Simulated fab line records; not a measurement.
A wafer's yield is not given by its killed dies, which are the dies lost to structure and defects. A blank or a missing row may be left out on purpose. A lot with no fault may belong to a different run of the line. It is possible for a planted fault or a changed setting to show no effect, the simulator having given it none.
Chamber matching + flow nandHarc + NHARC_A_CONTACT_DEP_85 on pecvd-01 has 3 sister chambers
The step deposits SiON, target thk 60 nm. 3 wafers are shown with their chamber, then 8 later ones without.

## WAFERS PAIRED WITH THEIR CHAMBERS
| wafer  | chamber | heaterPowerW (W) |
|--------|---------|------------------|
| L083.2 | 0       | 758              |
| L083.5 | 2       | 831              |
| L084.2 | 1       | 774              |

## WAFERS WITH NO CHAMBER GIVEN
| wafer  | heaterPowerW (W) |
|--------|------------------|
| L084.3 | 823              |
| L084.4 | 820              |
| L087.2 | 728              |
| L087.4 | 731              |
| L087.6 | 740              |
| L094.2 | 759              |
| L094.5 | 829              |
| L094.6 | 773              |

## THE CHAMBER EACH PASSED THROUGH
| wafer  | from the rows above     | in truth                   |
|--------|-------------------------|----------------------------|
| L084.3 | 2                       | 2                          |
| L084.4 | 2                       | 2                          |
| L087.2 | can't be placed: 0 or 1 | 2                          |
| L087.4 | can't be placed: 0 or 1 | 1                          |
| L087.6 | can't be placed: 0 or 1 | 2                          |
| L094.2 | can't be placed: 0 or 1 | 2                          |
| L094.5 | 2                       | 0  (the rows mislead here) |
| L094.6 | can't be placed: 1 or 0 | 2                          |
Correctly placed: 2 of 8. Cannot be placed on the basis of these rows: 5; the candidates contain the true chamber in 1. Wrongly placed: 1.
How it was worked out, from the rows above alone: a wafer's distance from a chamber is the root of the sum, over the readings, of the square of ((its reading less the chamber's mean) divided by the reading's scatter). If the next closest chamber is less than 2 further off than the closest, the wafer can't be placed; otherwise it belongs to the closest. Each chamber's mean is taken over the wafers shown for it. The scatter (one wafer shown for each chamber): square how far every hidden wafer sits from the nearest shown wafer, average those squares and take the square root.
